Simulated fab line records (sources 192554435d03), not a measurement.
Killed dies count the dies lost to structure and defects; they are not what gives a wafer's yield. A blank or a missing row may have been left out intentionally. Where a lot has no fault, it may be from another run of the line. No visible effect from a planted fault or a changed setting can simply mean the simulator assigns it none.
Chamber matching | flow n5_finfet | 3 sister chambers for N5_BEOL_M8_PECVD_70 on pecvd-02
The step deposits SiO2 from TEOS/O2, target thk 20 nm, time 22.7 s. 6 wafers are shown with their chamber, then 8 later ones without.

## WAFERS PAIRED WITH THEIR CHAMBERS
wafer  | chamber | showerhead_plenum_p_Torr (Torr) | throttle_valve_pct (%)
L085.3 | 1       | 8.68                            | 22.2
L085.4 | 1       | 8.66                            | 22.2
L086.2 | 0       | 8.70                            | 22.8
L086.3 | 2       | 8.77                            | 22.3
L086.6 | 0       | 8.71                            | 23.0
L087.3 | 2       | 8.77                            | 22.1

## WAFERS WHOSE CHAMBER IS MISSING
wafer  | showerhead_plenum_p_Torr (Torr) | throttle_valve_pct (%)
L087.4 | 8.80                            | 22.1
L087.6 | 8.68                            | 22.9
L079.1 | 8.79                            | 22.2
L079.2 | 8.70                            | 22.6
L079.6 | 8.67                            | 22.0
L095.1 | 8.79                            | 22.1
L095.4 | 8.69                            | 22.7
L095.6 | 8.78                            | 22.5

## WHICH CHAMBER EACH WENT THROUGH
wafer  | from the rows above | in truth
L087.4 | 2                   | 2
L087.6 | 0                   | 0
L079.1 | 2                   | 2
L079.2 | 0                   | 0
L079.6 | 1                   | 1
L095.1 | 2                   | 2
L095.4 | 0                   | 0
L095.6 | 2                   | 2
Correctly placed: 8 of 8. Not placeable from these rows: 0. Wrongly placed: 0.
How it was worked out, from the rows above alone: a wafer's distance from a chamber is the root of the sum, over the readings, of the square of ((its reading less the chamber's mean) divided by the reading's scatter). The wafer belongs to the nearest chamber; if the next one is less than 2 further off, it can't be placed. For every chamber, the mean is computed from those of its wafers that are shown. The scatter is the square root of a quotient: the sum, over the shown wafers, of each reading's squared deviation from its chamber's mean, divided by wafers minus chambers.
